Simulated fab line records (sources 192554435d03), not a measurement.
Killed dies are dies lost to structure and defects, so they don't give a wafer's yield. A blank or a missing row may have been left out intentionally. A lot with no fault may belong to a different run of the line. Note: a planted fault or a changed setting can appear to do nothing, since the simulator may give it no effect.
Lot-split experiment | flow n5_finfet | 7 lots, 39 wafers read, on a route of 1938 steps

THE SPLIT
At N5_BEOL_M0_SAQP_HM_DEP_111 (deposits SiO2 from SiH4/N2O, target thk 12 nm, time 7.2 s), the setting target_thk_a was moved away from the recipe's 120 angstrom on 15 of the 39 wafers read, by -45.0% to +43.0%. The other wafers ran this setting at the recipe's value.

FROM THE SPLIT TO THE READING: what the file shows between them, 4 steps
- N5_BEOL_M0_SAQP_COAT_81: time 60 s, resist thk 100 nm
- N5_BEOL_M0_SAQP_COAT_82: time 60 s, resist thk 30 nm
- N5_BEOL_M0_SAQP_ETCH_84: etches SOC in N2/H2, target depth 100 nm, overetch 20 nm, time 150 s
- N5_BEOL_M0_SAQP_STRIP_80: strips in N2/H2

THE READING
etch.depth_nm (the simulator's own value, which no gauge read), in nm, at N5_BEOL_M0_SAQP_HM_OPEN_112 (chemistry CHF3/O2, target SiO2, stops on a-Si, target depth 12 nm, time 13.5 s). There is no usual value for it anywhere in the file. Average 11.953 nm, standard deviation 0.14 nm, over the 24 wafers here run with the recipe.

wafer  | tool, chamber at the split | target_thk_a as run, angstrom | against the recipe | etch.depth_nm, nm | against lot-mates on the recipe
L075.3 | pecvd-02, 1                | 120                           | recipe             | 11.85             | -
L075.4 | pecvd-02, 2,1              | 120                           | recipe             | 12.08             | -
L075.6 | pecvd-02, 2,1              | 120                           | recipe             | 11.9              | -
L078.1 | pecvd-02, 1,2              | 120                           | recipe             | 11.86             | -
L078.2 | pecvd-02, 0                | 96.39                         | -19.7%             | 9.452             | -2.431
L078.3 | pecvd-02, 1,2              | 120                           | recipe             | 11.77             | -
L078.4 | pecvd-02, 2                | 120                           | recipe             | 12.02             | -
L078.5 | pecvd-02, 0,1              | 96.39                         | -19.7%             | 9.523             | -2.360
L078.6 | pecvd-02, 0,1              | 96.39                         | -19.7%             | 9.62              | -2.263
L081.1 | pecvd-02, 2,0              | 120                           | recipe             | 11.87             | -
L081.2 | pecvd-02, 1                | 159.8                         | +33.2%             | 15.71             | +3.933
L081.3 | pecvd-02, 0                | 120                           | recipe             | 11.64             | -
L081.4 | pecvd-02, 2,1              | 159.8                         | +33.2%             | 16.04             | +4.263
L081.5 | pecvd-02, 2,1              | 159.8                         | +33.2%             | 16.02             | +4.243
L081.6 | pecvd-02, 2,0              | 120                           | recipe             | 11.82             | -
L082.1 | pecvd-04, 2,1              | 120                           | recipe             | 12.05             | -
L082.2 | pecvd-04, 0                | 138.2                         | +15.2%             | 13.53             | +1.450
L082.3 | pecvd-04, 2,1              | 120                           | recipe             | 11.94             | -
L082.4 | pecvd-04, 1,2              | 138.2                         | +15.2%             | 14.03             | +1.950
L082.5 | pecvd-04, 1,2              | 138.2                         | +15.2%             | 14.03             | +1.950
L082.6 | pecvd-04, 0                | 120                           | recipe             | 12.25             | -
L089.1 | pecvd-04, 1                | 120                           | recipe             | 12.14             | -
L089.2 | pecvd-04, 2,2,0            | 120                           | recipe             | 11.99             | -
L089.3 | pecvd-04, 0                | 120                           | recipe             | 11.85             | -
L089.4 | pecvd-04, 2,2,0            | 120                           | recipe             | 12.01             | -
L089.5 | pecvd-04, 2,2,0            | 120                           | recipe             | 12.1              | -
L089.6 | pecvd-04, 1                | 120                           | recipe             | 12.19             | -
L092.1 | pecvd-02, 2,0              | 120                           | recipe             | 11.79             | -
L092.2 | pecvd-02, 2,0              | 120                           | recipe             | 11.86             | -
L092.3 | pecvd-02, 1                | 120                           | recipe             | 12.01             | -
L092.4 | pecvd-02, 2                | 171.6                         | +43.0%             | 17.34             | +5.453
L092.5 | pecvd-02, 0,1              | 171.6                         | +43.0%             | 17.12             | +5.233
L092.6 | pecvd-02, 0,1              | 171.6                         | +43.0%             | 17.12             | +5.233
L094.1 | pecvd-02, 1                | 120                           | recipe             | 11.89             | -
L094.2 | pecvd-02, 0,1              | 120                           | recipe             | 11.9              | -
L094.3 | pecvd-02, 2                | 65.95                         | -45.0%             | 6.531             | -5.426
L094.4 | pecvd-02, 0                | 65.95                         | -45.0%             | 6.467             | -5.490
L094.5 | pecvd-02, 2                | 65.95                         | -45.0%             | 6.501             | -5.456
L094.6 | pecvd-02, 0,1              | 120                           | recipe             | 12.08             | -
When a row names more than one chamber, that row covers several wafers, and the file does not tell which wafer ran in which chamber.

FIT RESULTS
A straight line over all 39 wafers: etch.depth_nm changes by +0.121 nm for each +1% of target_thk_a; r = +1.00; the points scatter about the line by 0.15 nm.
The same after taking each lot's own level away (the mean of its wafers on the recipe; 39 wafers): +0.122 nm for each +1%; r = +1.00; scatter 0.13 nm.
On that fit, the largest move of target_thk_a shifts the reading by 5.5 nm.
Measured against the standard deviation above, the lots' own levels, which go from 11.7767 to 12.0800 nm, span 2.1 times it.
So the lot-to-lot level changes the slope little: the two slopes agree.
Check: with one of the wafers moved furthest among these (-45.0%) left out of the fit, the line predicts -5.51 nm for it against its lot-mates. Against them it came out at -5.43 nm.

THE OTHER SPLITS THESE WAFERS WENT THROUGH
Before the reading, these wafers also passed through other splits. Each is held against what the fit with the lots' levels taken away leaves over:
other split on the same wafers     | wafers away from the commonest value | r with etch.depth_nm (lot level and that fit taken away)
N5_FIN_SAQP_HM_DEP_72 target_thk_a | 9                                    | -0.19
N5_SD_EPI_N_ETCH_45 target_depth_a | 15                                   | +0.01

THE WHOLE CHAIN: every reading that the file lists as answering this split, in the file's order
step                        | what it does                                                                   | reading                                                                                 | change (the file's fit)               | r (the file's)
N5_BEOL_M0_SAQP_HM_DEP_111  | deposits SiO2 from SiH4/N2O, target thk 12 nm, time 7.2 s                      | SiO2_of_BEOL_M0_SAQP_HM_DEP_111.thk_nm (the simulator's own value, which no gauge read) | +0.123 nm for each +1% of the setting | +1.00
N5_BEOL_M0_SAQP_HM_OPEN_112 | chemistry CHF3/O2, target SiO2, stops on a-Si, target depth 12 nm, time 13.5 s | etch.depth_nm (the simulator's own value, which no gauge read)                          | +0.122 nm for each +1% of the setting | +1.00

THE FILE'S OWN FIT
etch.depth_nm changes by +0.122 nm for each +1% of target_thk_a, r = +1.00.
